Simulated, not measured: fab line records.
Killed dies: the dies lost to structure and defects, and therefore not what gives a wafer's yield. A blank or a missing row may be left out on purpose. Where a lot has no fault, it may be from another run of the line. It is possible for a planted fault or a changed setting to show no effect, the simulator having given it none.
8D (eight disciplines) problem report, filled in by code ; flow nand_harc ; the parts of the form that need people (team, actions taken, sign-off) are left out

== 1. WHAT WENT WRONG ==
On 2 wafers of 1 lot, raw_defect_count at NHARC_A_M0_INSPECT_27 has a mean of 3394; fault-free wafers read 560, standard deviation 160. That is +18 standard deviations from the usual mean.
Seen first at day 24 03:12 on defect_inspect-02, wafer L311.1. The record holds 33 wafers of 11 lots with a number at this step. By rule, "out" or "out of limits" means more than 4 standard deviations away from the usual mean. All remaining wafers that have a number are taken as sound.

== 2. WHAT THIS IS AND IS NOT ==
question;is;is not
which readings at this step;raw_defect_count;-
which lots;L311;L307, L308, L319, L320, L321, L322, L323, L325, L326, L328
which wafers of those lots;L311.1, L311.3;L311.5
read on which gauges;defect_inspect-02;defect_inspect-01
when;from day 24 03:12;"up to then (7 sound wafers); but 24 sound wafers of L319, L320, L321, L322, L323, L325, L326, L328 came after"

== 3. SUSPECTS, AND WHAT RULES EACH OUT ==
Counting: a tool at a process step up to the reading stays a suspect if it ran every lot that is out. Sound lots after the first of them don't rule it out here, since some wafers of a struck lot are sound.
- the gauge at NHARC_A_M0_INSPECT_27 has been ruled out. All the wafers that are out were read on defect_inspect-02, but those of them that NHARC_END_SORT_01 has rows for are out there too, on other tools.
- rie_diel-12 at NHARC_A_M0_ETCH_15 (etches the open film in C4F8/Ar, target depth 150 nm, overetch 15 nm, time 82.5 s): kept. L311, the lot that is out, went through it at day 24 02:45; up to then, the latest sound lot through it was L307 at day 23 08:27. With no start given for some of its lots, NHARC_A_M0_ETCH_15 uses the hours and lot order of NHARC_A_M0_CMP_23.
- pvd_sputter-02 at NHARC_A_M0_PRE_CLEAN_29 (time 30 s): kept. It ran the lot that is out, L311 (day 24 02:45). With no start given for some of its lots, NHARC_A_M0_PRE_CLEAN_29 uses the hours and lot order of NHARC_A_M0_CMP_23.
- cmp-02 at NHARC_A_M0_CMP_23 (polishes, t overpolish 20 s, target thk 113.75 nm): kept. L311, the lot that is out, went through it at day 24 02:45; up to then, the latest sound lot through it was L307 at day 23 08:27.
- Within cmp-02 at NHARC_A_M0_CMP_23: the wafers that are out ran in chambers 1, 3; their sound lot-mates ran in chamber 0.
rie_diel-12 at NHARC_A_M0_ETCH_15, pvd_sputter-02 at NHARC_A_M0_PRE_CLEAN_29 and cmp-02 at NHARC_A_M0_CMP_23 are what is left after counting.

== 4. THE CAUSE (what the simulator had put in) ==
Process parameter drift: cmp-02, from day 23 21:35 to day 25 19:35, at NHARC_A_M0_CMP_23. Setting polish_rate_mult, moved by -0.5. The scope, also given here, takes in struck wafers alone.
This tool is one of the 3 suspects left after counting.

== 5. SEQUENCE OF EFFECTS, ordered by route ==
Each row: a reading whose mean over the struck wafers that have a number lies more than 3 standard deviations from the usual. Readings are gone through only where the record gives a usual standard deviation; hours: the median, over the lots, of the time from a lot's start at the first step in this table giving one to that lot's start at this step; sigmas: the change measured in usual standard deviations.
hours;step;reading;usual;on struck wafers;change;sigmas
0;NHARC_A_M0_CMP_23;time_to_endpoint_s;29.0 s;37.5;+8.5;+3.9
0;NHARC_A_M0_INSPECT_27;raw_defect_count;560;3394;+2834;+18
41;NHARC_END_SORT_01;defect_limited_yield;91.6 %;0.0;-91.6;-33
41;NHARC_END_SORT_01;killed_at_array;52;674;+622;+35
41;NHARC_END_SORT_01;killed_dies;57;677;+620;+33
41;NHARC_END_SORT_01;sort_bin_3_pct;0.6 %;89.4;+88.8;+99 or more
41;NHARC_END_SORT_01;sort_n_pass;620;0;-620;-33
41;NHARC_END_SORT_01;sort_rim_yield_pct;91 %;0;-91;-25
41;NHARC_END_SORT_01;sort_yield_pct;91.6 %;0.0;-91.6;-33
The process steps in it:
- NHARC_A_M0_CMP_23: polishes, t overpolish 20 s, target thk 113.75 nm.

== 6. WHAT WOULD HAVE CAUGHT IT SOONER ==
6 hours passed between the start of the fault at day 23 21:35 and the first reading out of limits at a measuring or inspecting step in this record, taken at day 24 03:12.
No tool reading at NHARC_A_M0_CMP_23 that has a usual standard deviation in the record was out on any struck wafer, so an alarm limit of 4 standard deviations on those readings would not have fired.
Lots out: 1; all had begun NHARC_A_M0_CMP_23 on cmp-02 by day 24 03:12. A hold on the tool at that time would have spared none of them.
